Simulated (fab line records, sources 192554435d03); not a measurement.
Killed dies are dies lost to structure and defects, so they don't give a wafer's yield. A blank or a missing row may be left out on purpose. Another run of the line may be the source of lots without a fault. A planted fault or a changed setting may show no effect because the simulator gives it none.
fab line records	flow n5Finfet
record lots=5	wafers=15	lastDay=17
route steps=1938 shown BEOL_M4@1099 BEOL_M5@1112 BEOL_M9@1462 PASSIVATION@1936
lots that met no fault: from a run of the same line without faults
startH: hours from the record's opening day to when the first of the lot's shown wafers began	waitH: how many hours have passed since the lot's step before this one	" as in the row above	L1.1+2: one row covering several wafers at once	- value missing, or start not given	* or withheld: withheld	< > ~ a bound
route shown NAME@n: a module of which the file shows steps, and the number in the route of the first	usual: the fault-free wafers' mean and standard deviation	same: alike in all rows	chamber/n: place in a boat	sites: per-site readings	_std_site: the values' standard deviation	_edge_site: inner sites' mean taken away from outer sites' mean	radiusMm: how far each site lies from the wafer's centre	mask NAME#n: copy n	behind: the most recent tool/chamber to have shaped the wafer	hold: cause of the lot's hold/its duration in hours/its outcome	device: names the non-switching transistor (n, p or np)	end of line: tests of these same wafers at the route's end	a step with no rows: only its recipe	killed: the dies lost at the first sort to structure and to defects; this is not the yield of the wafer	map: dies across one wafer; x = killed, . = not, _ = none there
set.NAME: the setting that was run; set.NAME@STEP: the one run at that earlier step	model.NAME: the simulator's own value behind a step, which no gauge read
certain route steps with their lots: each step a table, each wafer a row
services: when a tool's chamber went out of use (startH, in hours from the record's first day, below 0 if earlier), for how many hours, and the reason
## steps
# step N5_BEOL_M4_ANNEAL_95
# recipe tempC=400	timeS=240	ambient=vacuum
# step N5_BEOL_M4_SPUTTER_96
# recipe material=Cu	targetThkA=45	tempC=-20	chamberPressurePa=0.07	powerW=withheld	timeS=8.29
# step N5_BEOL_M4_ECD_50
# recipe material=Cu	targetThkA=3000
# step N5_BEOL_M4_ANNEAL_51
# recipe tempC=225	timeS=90	ambient=N2
# step N5_BEOL_M4_CMP_52
# recipe stopOn=SiOC	tOverpolishS=6.8	downForcePsi=1	platenRpm=50	clearingPlatenDownForcePsi=1.5	clearingPlatenRpm=50	postCmpClean=cuAlkaline	targetThkNm=40	clearingPlatenPadVelocityMS=0.99484	padVelocityMS=0.99484
# step N5_BEOL_M4_PRE_CLEAN_60
# recipe gas=NH3/H2	timeS=15	tempC=*	rfPowerW=300
# step N5_BEOL_M4_CO_CAP_55
# recipe material=Co	targetThkA=20	tempC=200	precursor=CCTBA/H2	pressureTorr=30	timeS=102.1
# step N5_BEOL_M4_PRE_CLEAN_56
# recipe gas=NH3	timeS=15	tempC=withheld	rfPowerW=300
# step N5_BEOL_M4_DEP_57
# recipe material=SiCN	targetThkA=80	tempC=withheld	precursor=3MS/NH3	pressureTorr=3	rfW=202	timeS=14
# step N5_BEOL_M4_RC_MEAS_101
# usual DIBL_N=36.5/1.4	DIBL_P=36.6/1.6	IOFF_N=0.160/0.024	IOFF_P=0.217/0.029	ION_N=674/8.7	ION_P=464/6.5	SS_N=71.6/0.47	SS_P=73.4/0.57	VT_N=250.0/2.5	VT_P=-250/3.1
lot.wafer	tool	chamber	startH	waitH	DIBL_N[mV/V]	DIBL_P[mV/V]	IOFF_N[nA/um]	IOFF_P[nA/um]	ION_N[uA/um]	ION_P[uA/um]	SS_N[mV/dec]	SS_P[mV/dec]	VT_N[mV]	VT_P[mV]
L380.4	prober-02	0	263.61	0.5	35.7	35.3	0.135	0.167	676	456	71.4	73.1	251.1	-255
L380.5	"	0	"	"	34.9	34.0	0.115	0.147	658	450	71.2	73.1	255.8	-259
L380.6	"	0	"	"	35.9	35.2	0.131	0.162	661	453	72.1	73.6	252.4	-255
L379.3	prober-01	0	263.70	0.3	35.9	35.6	0.140	0.198	660	462	70.6	73.2	252.2	-248
L379.5	"	0	"	"	36.3	36.7	0.148	0.212	661	457	71.5	73.2	251.1	-250
L379.6	"	0	"	"	36.8	37.0	0.166	0.221	688	470	71.1	73.2	248.1	-246
L382.1	prober-01	0	277.95	0.0	34.6	36.7	0.141	0.195	666	460	71.8	72.6	252.7	-252
L382.2	"	0	"	"	34.3	35.8	0.130	0.185	659	456	71.4	73.3	254.4	-252
L382.3	"	0	"	"	33.7	35.7	0.128	0.182	660	456	71.2	72.3	254.5	-254
L385.4	prober-01	0	286.84	0.5	35.6	35.8	0.148	0.229	680	473	71.2	73.2	249.0	-248
L385.5	"	0	"	"	37.5	37.4	0.180	0.263	685	473	71.9	73.4	247.9	-243
L385.6	"	0	"	"	34.8	34.1	0.131	0.214	668	469	71.3	73.2	252.6	-248
L387.2	prober-02	0	304.29	0.2	38.1	38.6	0.208	0.260	689	466	71.6	73.7	244.8	-247
L387.4	"	0	"	"	37.4	36.5	0.174	0.223	680	465	72.1	73.2	249.1	-249
L387.5	"	0	"	"	37.2	36.6	0.172	0.221	677	460	71.8	73.5	249.9	-250
# step N5_BEOL_M5_ILD_DEP_00
# recipe material=SiCOH_lowk	targetThkA=1406.4	tempC=300	precursor=DEMS/porogen	pressureTorr=5	rfW=500	timeS=25.9
# step N5_BEOL_M5_CURE_79
# recipe tempC=385	timeS=240	ambient=He/Ar	material=SiCOH_lowk
# step N5_BEOL_M5_PECVD_70
# recipe material=SiO2	targetThkA=160	tempC=400	precursor=TEOS/O2	pressureTorr=5.5	rfW=450	teosFlowSccm=53.8	gas=O2	flowSccm=3000	timeS=18
# step N5_BEOL_M5_HM_DEP_02
# recipe material=TiN	targetThkA=200	tempC=25	chamberPressurePa=0.49996
# step N5_BEOL_M5_COAT_59
# recipe resist=SOC	tempC=250	timeS=60	spinRpm=1500	resistThkNm=60
# step N5_BEOL_M5_COAT_60
# recipe resist=SiARC	tempC=220	timeS=60	spinRpm=1500	resistThkNm=12
# step N5_BEOL_M5_COAT_71
# recipe resist=underlayer	tempC=205	timeS=60	spinRpm=1500	resistThkNm=5
# step N5_BEOL_M5_COAT_05
# recipe resist=CAR-EUV	spinRpm=1500	resistThkNm=30
# step N5_BEOL_M5_EBR_07
# recipe solvent=PGMEA	ebrWidthMm=1.5
# step N5_BEOL_M5_SOFTBAKE_06
# recipe tempC=110	timeS=60	resist=CAR-EUV
# step N5_BEOL_M5_EXPOSE_08
# recipe maskId=M5	na=0.33	sourceShape=annular	sigmaInner=0.4	sigmaOuter=0.8	polarization=unpolarized	targetCdNm=28	doseMj=35.75
# step N5_BEOL_M5_PEB_09
# recipe pebTempC=100	pebTimeS=60	resist=CAR-EUV
# step N5_BEOL_M5_DEVELOP_10
# recipe developTimeS=30	developer=TMAH	resist=CAR-EUV	rinseLiquid=surfactantRinse	dry=airSpin	devTempC=23
# step N5_BEOL_M5_DESCUM_16
# recipe chemistry=O2	timeS=7	sourcePowerW=50	biasPowerW=20	pressureMtorr=20	rfFrequencyHz=2.712e+07	tempC=40	resist=CAR-EUV	o2FlowSccm=225
# step N5_BEOL_M5_ETCH_72
# recipe chemistry=N2/H2	target=underlayer	targetDepthA=65	maskMaterial=CAR-EUV	timeS=5.2	ionEnergyEv=200	pressureMtorr=30	sourceW=840	biasW=150	n2FlowSccm=200	h2FlowSccm=200	ends=cleared
# step N5_BEOL_M5_ETCH_61
# recipe chemistry=CF4	target=SiARC	targetDepthA=156	maskMaterial=CAR-EUV	timeS=26	ionEnergyEv=80	pressureMtorr=40	sourceW=545	biasW=36	Ar_flow_sccm=100	cf4FlowSccm=100	ends=cleared
# step N5_BEOL_M5_ETCH_62
# recipe chemistry=N2/H2	target=SOC	targetDepthA=750	overetchA=150	maskMaterial=SiARC	tempC=40	timeS=112.5	ionEnergyEv=200	pressureMtorr=30	sourceW=840	biasW=150	n2FlowSccm=200	h2FlowSccm=200
# step N5_BEOL_M5_STRIP_63
# recipe chemistry=N2/H2	tempC=40	n2FlowSccm=200	h2FlowSccm=200	rfFrequencyHz=6e+07
# step N5_BEOL_M5_STRIP_73
# recipe chemistry=N2/H2	tempC=40	n2FlowSccm=200	h2FlowSccm=200	rfFrequencyHz=6e+07
# step N5_BEOL_M5_STRIP_64
# recipe chemistry=CF4	resist=SiARC	powerW=300	biasPowerW=75	pressureMtorr=50	cf4FlowSccm=150	rfFrequencyHz=6e+07
# step N5_BEOL_M5_HM_OPEN_17
# recipe chemistry=Cl2/BCl3	targetDepthA=200	overetchA=60	target=TiN	maskMaterial=SOC	ionEnergyEv=150	pressureMtorr=10	icpW=1000	biasW=126	Cl2_flow_sccm=53.25	bcl3FlowSccm=21.75	Ar_flow_sccm=25
# step N5_BEOL_M5_STRIP_19
# recipe chemistry=O2	powerW=400	tempC=40	pressureMtorr=30	rfFrequencyHz=6e+07	biasPowerW=0	overashFraction=0.2	o2FlowSccm=225
# step N5_BEOL_M5_COAT_65
# recipe resist=SOC	tempC=250	timeS=60	spinRpm=1500	resistThkNm=60
# step N5_BEOL_M5_COAT_66
# recipe resist=SiARC	tempC=220	timeS=60	spinRpm=1500	resistThkNm=12
# step N5_BEOL_M9_ECD_50
# recipe material=Cu	targetThkA=3180
lot.wafer	tool	chamber	startH	waitH
L380.4+5+6	ecdCu-01	1,1,0	308.50	0.1
L379.3+5+6	ecdCu-02	0,1,0	308.91	0.1
L382.1+2+3	ecdCu-02	0,1,1	320.43	0.1
L385.4+5+6	ecdCu-02	0,0,1	327.90	0.1
L387.2+4+5	ecdCu-02	0,1,0	349.35	0.1
# step N5_BEOL_M9_CMP_52
# recipe stopOn=SiCOH_lowk	tOverpolishS=7	downForcePsi=1	platenRpm=50	clearingPlatenDownForcePsi=1.5	clearingPlatenRpm=50	postCmpClean=cuAlkaline	targetThkNm=140	clearingPlatenPadVelocityMS=0.99484	padVelocityMS=0.99484
# usual headPressurePsi=1.0000/0.0021	motorCurrentA=6.4/0.66	timeToEndpointS=65.7/2.9
lot.wafer	tool	chamber	startH	waitH	headPressurePsi	motorCurrentA	timeToEndpointS
L380.4	cmp-02	2	308.88	0.1	1.0014	6.6	1.7
L380.6	"	2	"	"	1.0040	6.9	3.1
L380.5	"	3	"	"	0.9958	5.6	0.1
L379.3	cmp-04	0	309.40	0.3	1.0002	6.8	0.1
L379.5	"	1	"	"	1.0005	6.6	0.0
L379.6	"	2	"	"	0.9979	6.6	0.0
L382.3	cmp-04	2	320.85	0.2	1.0004	6.7	1.0
L382.2	"	3	"	"	1.0001	6.0	0.2
L382.1	"	0	"	"	0.9978	6.9	1.1
L385.4	cmp-04	0	328.55	0.2	1.0013	6.3	67.6
L385.5	"	1	"	"	0.9978	6.6	65.4
L385.6	"	2	"	"	1.0026	6.8	67.1
L387.4	cmp-02	3	349.79	0.2	0.9972	5.5	66.3
L387.2	"	1	"	"	1.0005	6.6	65.2
L387.5	"	3	"	"	0.9992	5.4	65.2
# step N5_PASSIVATION_PROBE_49
# usual defectLimitedYield=91.2/1.4	killed_at_M0_to_M3=34/9.4	killed_at_M4_up=13/5.8	killedAtContacts=13/6.4	killedAtFrontEnd=41/11	killedAtOther=3.1/2.3	killedDies=103/16	killedOnRim=13/3.4	killedOpen=69/12	killedShort=33/7.8	sort_bin_5_function=5.1/0.91	sort_bin_6_memory=3.3/0.63	sortNPass=1077/16	sortYieldPct=91.2/1.4
# same grossDies=1180	killedAtBackSide=0	sort_bin_4_leakage[%]=0	sort_bin_8_speed[%]=0
lot.wafer	tool	chamber	startH	waitH	defectLimitedYield[%]	killed_at_M0_to_M3	killed_at_M4_up	killedAtContacts	killedAtFrontEnd	killedAtOther	killedDies	killedOnRim	killedOpen	killedShort	sort_bin_5_function[%]	sort_bin_6_memory[%]	sortNPass	sortYieldPct[%]
L379.3	prober-02	-	361.70	0.1	0	35	1103	8	30	4	1180	152	65	24	96.3	3.6	0	0
L379.5	prober-02	-	361.80	0.2	0	42	1104	6	27	1	1180	152	72	18	97.5	2.5	0	0
L379.6	prober-02	-	361.85	0.3	0	48	1082	1	47	2	1180	152	80	34	96.4	3.6	0	0
L380.4	prober-01	-	362.22	0.2	0	24	1110	8	36	2	1180	152	43	32	97.6	2.2	0	0
L380.5	prober-01	-	362.27	0.2	0	34	1067	23	50	6	1180	152	75	45	96.3	3.6	0	0
L380.6	prober-01	-	362.32	0.3	0	43	1084	15	34	4	1180	152	65	39	96.4	3.3	0	0
L382.1	prober-01	-	374.02	0.0	0	42	1109	7	19	3	1180	152	48	32	97.2	2.5	0	0
L382.2	prober-01	-	374.07	0.1	0	22	1122	9	19	8	1180	152	51	20	97.0	2.6	0	0
L382.3	prober-01	-	374.12	0.1	0	29	1119	10	17	5	1180	152	46	31	96.4	3.3	0	0
L385.4	prober-01	-	380.18	0.2	90.6	40	16	10	45	0	111	16	72	35	5.3	3.6	1069	90.6
L385.5	prober-01	-	380.23	0.2	87.1	54	16	21	58	3	152	20	95	56	7.4	5.3	1028	87.1
L385.6	prober-01	-	380.28	0.3	88.7	65	9	14	42	3	133	13	87	42	6.6	3.9	1047	88.7
# killed by level:class
L379.3 BEOL_M9:areaEcd=1091 BEOL_M0_SAQP:geometricParticle:open=8 BEOL_M2:geometricParticle:open=8 ILD0:geometricParticle:short=7 ILD0:geometricParticle:open=7 MOL_CONTACT_COAG:geometricParticle:open=7 BEOL_M1:geometricParticle:open=6 BEOL_M0_SAQP:geometricParticle:short=5
L379.5 BEOL_M9:areaEcd=1090 STI_FIN_REVEAL:geometricParticle:open=12 BEOL_M2:geometricParticle:open=12 BEOL_M1:geometricParticle:open=10 BEOL_M3:geometricParticle:open=9 MOL_CONTACT_COAG:geometricParticle:open=5 BEOL_M0_SAQP:geometricParticle:open=5 BEOL_M4:geometricParticle:open=5
L379.6 BEOL_M9:areaEcd=1066 STI_FIN_REVEAL:geometricParticle:open=18 BEOL_M1:geometricParticle:open=13 BEOL_M2:geometricParticle:open=11 BEOL_M3:geometricParticle:open=9 BEOL_M4:geometricParticle:open=6 GATE_CUT:geometricParticle:open=5 BEOL_M1:geometricParticle:short=5
L380.4 BEOL_M9:areaEcd=1105 BEOL_M0_SAQP:geometricParticle:short=9 MOL_CONTACT_COAG:geometricParticle:open=8 DUMMY_GATE:geometricParticle:open=5 GATE_CUT:geometricParticle:open=5 GATE_CUT:geometricParticle:short=5 FIN_SAQP:geometricParticle:short=4 FIN_SAQP:geometricParticle:open=3
L380.5 BEOL_M9:areaEcd=1060 MOL_CONTACT_COAG:geometricParticle:open=19 FIN_SAQP:geometricParticle:open=13 BEOL_M0_SAQP:geometricParticle:short=12 FIN_SAQP:geometricParticle:short=10 BEOL_M0_SAQP:geometricParticle:open=9 STI_FIN_REVEAL:geometricParticle:open=8 GATE_CUT:geometricParticle:short=6
L380.6 BEOL_M9:areaEcd=1076 BEOL_M0_SAQP:geometricParticle:open=20 BEOL_M0_SAQP:geometricParticle:short=15 MOL_CONTACT_COAG:geometricParticle:open=11 FIN_SAQP:geometricParticle:short=7 DUMMY_GATE:geometricParticle:open=7 GATE_CUT:geometricParticle:short=4 MOL_CONTACT_COAG:geometricParticle:short=4
L382.1 BEOL_M9:areaEcd=1100 BEOL_M0_SAQP:geometricParticle:short=8 MOL_CONTACT_COAG:geometricParticle:open=7 BEOL_M0_SAQP:geometricParticle:open=7 BEOL_M3:geometricParticle:short=7 BEOL_M1:geometricParticle:open=6 BEOL_M3:geometricParticle:open=6 STI_FIN_REVEAL:geometricParticle:open=5
L382.2 BEOL_M9:areaEcd=1108 BEOL_M4:geometricParticle:open=8 MOL_CONTACT_COAG:geometricParticle:open=7 BEOL_M3:geometricParticle:open=7 STI_FIN_REVEAL:geometricParticle:open=6 BEOL_M0_SAQP:geometricParticle:short=5 BEOL_M3:geometricParticle:short=4 BEOL_M5:geometricParticle:open=3
L382.3 BEOL_M9:areaEcd=1103 BEOL_M3:geometricParticle:open=8 MOL_CONTACT_COAG:geometricParticle:open=7 STI_FIN_REVEAL:geometricParticle:open=5 BEOL_M0_SAQP:geometricParticle:short=5 BEOL_M4:geometricParticle:open=5 BEOL_M4:geometricParticle:short=5 BEOL_M2:geometricParticle:short=4
L385.4 BEOL_M2:geometricParticle:open=9 BEOL_M4:geometricParticle:open=8 FIN_SAQP:geometricParticle:short=7 STI_FIN_REVEAL:geometricParticle:open=7 BEOL_M3:geometricParticle:open=7 MOL_CONTACT_COAG:geometricParticle:open=6 DUMMY_GATE:geometricParticle:open=6 BEOL_M0_SAQP:geometricParticle:short=6
L385.5 MOL_CONTACT_COAG:geometricParticle:open=17 FIN_SAQP:geometricParticle:short=16 FIN_SAQP:geometricParticle:open=12 BEOL_M0_SAQP:geometricParticle:short=12 BEOL_M3:geometricParticle:open=12 BEOL_M1:geometricParticle:open=10 BEOL_M0_SAQP:geometricParticle:open=9 STI_FIN_REVEAL:geometricParticle:open=7
L385.6 BEOL_M0_SAQP:geometricParticle:short=19 BEOL_M0_SAQP:geometricParticle:open=17 MOL_CONTACT_COAG:geometricParticle:open=14 STI_FIN_REVEAL:geometricParticle:open=10 BEOL_M3:geometricParticle:open=10 BEOL_M1:geometricParticle:open=6 BEOL_M0:geometricParticle:open=6 BEOL_M4:geometricParticle:open=5
# map L379.3 (x killed, . not)
_________________xxxxxxxxxxxx________________
______________xxxxxxxxxxxxxxxxxx_____________
___________xxxxxxxxxxxxxxxxxxxxxxxx__________
__________xxxxxxxxxxxxxxxxxxxxxxxxxx_________
________xxxxxxxxxxxxxxxxxxxxxxxxxxxxxx_______
_______xxxxxxxxxxxxxxxxxxxxxxxxxxxxxxxx______
______xxxxxxxxxxxxxxxxxxxxxxxxxxxxxxxxxx_____
_____xxxxxxxxxxxxxxxxxxxxxxxxxxxxxxxxxxxx____
____xxxxxxxxxxxxxxxxxxxxxxxxxxxxxxxxxxxxxx___
___xxxxxxxxxxxxxxxxxxxxxxxxxxxxxxxxxxxxxxxx__
___xxxxxxxxxxxxxxxxxxxxxxxxxxxxxxxxxxxxxxxx__
__xxxxxxxxxxxxxxxxxxxxxxxxxxxxxxxxxxxxxxxxxx_
__xxxxxxxxxxxxxxxxxxxxxxxxxxxxxxxxxxxxxxxxxx_
_xxxxxxxxxxxxxxxxxxxxxxxxxxxxxxxxxxxxxxxxxxxx
_xxxxxxxxxxxxxxxxxxxxxxxxxxxxxxxxxxxxxxxxxxxx
_xxxxxxxxxxxxxxxxxxxxxxxxxxxxxxxxxxxxxxxxxxxx
_xxxxxxxxxxxxxxxxxxxxxxxxxxxxxxxxxxxxxxxxxxxx
_xxxxxxxxxxxxxxxxxxxxxxxxxxxxxxxxxxxxxxxxxxxx
_xxxxxxxxxxxxxxxxxxxxxxxxxxxxxxxxxxxxxxxxxxxx
_xxxxxxxxxxxxxxxxxxxxxxxxxxxxxxxxxxxxxxxxxxxx
_xxxxxxxxxxxxxxxxxxxxxxxxxxxxxxxxxxxxxxxxxxxx
__xxxxxxxxxxxxxxxxxxxxxxxxxxxxxxxxxxxxxxxxxx_
__xxxxxxxxxxxxxxxxxxxxxxxxxxxxxxxxxxxxxxxxxx_
___xxxxxxxxxxxxxxxxxxxxxxxxxxxxxxxxxxxxxxxx__
___xxxxxxxxxxxxxxxxxxxxxxxxxxxxxxxxxxxxxxxx__
____xxxxxxxxxxxxxxxxxxxxxxxxxxxxxxxxxxxxxx___
_____xxxxxxxxxxxxxxxxxxxxxxxxxxxxxxxxxxxx____
______xxxxxxxxxxxxxxxxxxxxxxxxxxxxxxxxxx_____
_______xxxxxxxxxxxxxxxxxxxxxxxxxxxxxxxx______
________xxxxxxxxxxxxxxxxxxxxxxxxxxxxxx_______
__________xxxxxxxxxxxxxxxxxxxxxxxxxx_________
___________xxxxxxxxxxxxxxxxxxxxxxxx__________
______________xxxxxxxxxxxxxxxxxx_____________
_________________xxxxxxxxxxxx________________
# map L380.4 (x killed, . not)
_________________xxxxxxxxxxxx________________
______________xxxxxxxxxxxxxxxxxx_____________
___________xxxxxxxxxxxxxxxxxxxxxxxx__________
__________xxxxxxxxxxxxxxxxxxxxxxxxxx_________
________xxxxxxxxxxxxxxxxxxxxxxxxxxxxxx_______
_______xxxxxxxxxxxxxxxxxxxxxxxxxxxxxxxx______
______xxxxxxxxxxxxxxxxxxxxxxxxxxxxxxxxxx_____
_____xxxxxxxxxxxxxxxxxxxxxxxxxxxxxxxxxxxx____
____xxxxxxxxxxxxxxxxxxxxxxxxxxxxxxxxxxxxxx___
___xxxxxxxxxxxxxxxxxxxxxxxxxxxxxxxxxxxxxxxx__
___xxxxxxxxxxxxxxxxxxxxxxxxxxxxxxxxxxxxxxxx__
__xxxxxxxxxxxxxxxxxxxxxxxxxxxxxxxxxxxxxxxxxx_
__xxxxxxxxxxxxxxxxxxxxxxxxxxxxxxxxxxxxxxxxxx_
_xxxxxxxxxxxxxxxxxxxxxxxxxxxxxxxxxxxxxxxxxxxx
_xxxxxxxxxxxxxxxxxxxxxxxxxxxxxxxxxxxxxxxxxxxx
_xxxxxxxxxxxxxxxxxxxxxxxxxxxxxxxxxxxxxxxxxxxx
_xxxxxxxxxxxxxxxxxxxxxxxxxxxxxxxxxxxxxxxxxxxx
_xxxxxxxxxxxxxxxxxxxxxxxxxxxxxxxxxxxxxxxxxxxx
_xxxxxxxxxxxxxxxxxxxxxxxxxxxxxxxxxxxxxxxxxxxx
_xxxxxxxxxxxxxxxxxxxxxxxxxxxxxxxxxxxxxxxxxxxx
_xxxxxxxxxxxxxxxxxxxxxxxxxxxxxxxxxxxxxxxxxxxx
__xxxxxxxxxxxxxxxxxxxxxxxxxxxxxxxxxxxxxxxxxx_
__xxxxxxxxxxxxxxxxxxxxxxxxxxxxxxxxxxxxxxxxxx_
___xxxxxxxxxxxxxxxxxxxxxxxxxxxxxxxxxxxxxxxx__
___xxxxxxxxxxxxxxxxxxxxxxxxxxxxxxxxxxxxxxxx__
____xxxxxxxxxxxxxxxxxxxxxxxxxxxxxxxxxxxxxx___
_____xxxxxxxxxxxxxxxxxxxxxxxxxxxxxxxxxxxx____
______xxxxxxxxxxxxxxxxxxxxxxxxxxxxxxxxxx_____
_______xxxxxxxxxxxxxxxxxxxxxxxxxxxxxxxx______
________xxxxxxxxxxxxxxxxxxxxxxxxxxxxxx_______
__________xxxxxxxxxxxxxxxxxxxxxxxxxx_________
___________xxxxxxxxxxxxxxxxxxxxxxxx__________
______________xxxxxxxxxxxxxxxxxx_____________
_________________xxxxxxxxxxxx________________
## services
tool	chamber	startH	hours	kind
ecdCu-02	-	291.19	1.9	repair
cmp-04	-	298.99	5.5	pm
cmp-04	-	324.22	0.3	repair
cmp-02	-	330.03	11.7	pm
## key
firstSign step=N5_BEOL_M9_CMP_52	reading=timeToEndpointS	direction=down	sigmas=22	usual=*	struck=*
effect step=N5_PASSIVATION_PROBE_49	reading=killed_at_M4_up	direction=up	sigmas=99+	usual=13	struck=1100
moreKillsBornAt N5_BEOL_M9_ECD_50@ecdCu-02=6558	N5_BEOL_M9_ECD_50@ecdCu-01=3241
metAt N5_BEOL_M9_ECD_50
struckWafers L379.3,L379.5,L379.6,L380.4,L380.5,L380.6,L382.1,L382.2,L382.3
laterRowsLeftOut L379.3,L379.5,L379.6,L380.4,L380.5,L380.6,L382.1,L382.2,L382.3
fault kind=skippedStepWhole	tool=ecdCu-01,ecdCu-02	chamber=-	onsetH=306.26	steps=N5_BEOL_M9_ECD_50	scope=struckLotsOnly
# laterRowsLeftOut: the simulator's readings of these wafers behind a module that went badly wrong aren't trusted and aren't shown, but for the sort
